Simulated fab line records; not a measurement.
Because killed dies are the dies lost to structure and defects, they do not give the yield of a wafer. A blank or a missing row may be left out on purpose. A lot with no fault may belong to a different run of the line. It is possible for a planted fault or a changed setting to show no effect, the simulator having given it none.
Chamber matching	flow nandHarc	4 sister chambers for NHARC_A_CONTACT_DESCUM_47 on rieDiel-05
The step chemistry O2, time 3 s. 4 wafers are shown with their chamber, then 7 later ones without.

## WAFERS PAIRED WITH THEIR CHAMBERS
wafer	chamber	drypumpMotorCurrentA (A)
L082.6	0	5.9
L084.5	2	4.7
L086.1	3	6.3
L086.3	1	5.3

## WAFERS MISSING THEIR CHAMBER
wafer	drypumpMotorCurrentA (A)
L086.4	5.9
L087.1	6.3
L087.2	5.3
L087.4	5.9
L091.1	6.4
L091.3	5.8
L091.6	5.3

## THE CHAMBER EACH PASSED THROUGH
wafer	from the rows above	in truth
L086.4	0	0
L087.1	3	3
L087.2	1	1
L087.4	0	0
L091.1	3	3
L091.3	0	0
L091.6	1	1
7 of 7 placed correctly. Can't be placed from these rows: 0. Number placed wrongly: 0.
How it was worked out, from the rows above alone: a wafer's distance from a chamber is the root of the sum, over the readings, of the square of ((its reading less the chamber's mean) divided by the reading's scatter). If the next closest chamber is less than 2 further off than the closest, the wafer can't be placed; otherwise it belongs to the closest. For every chamber, the mean is computed from those of its wafers that are shown. The scatter (one wafer shown for each chamber): square how far every hidden wafer sits from the nearest shown wafer, average those squares and take the square root.
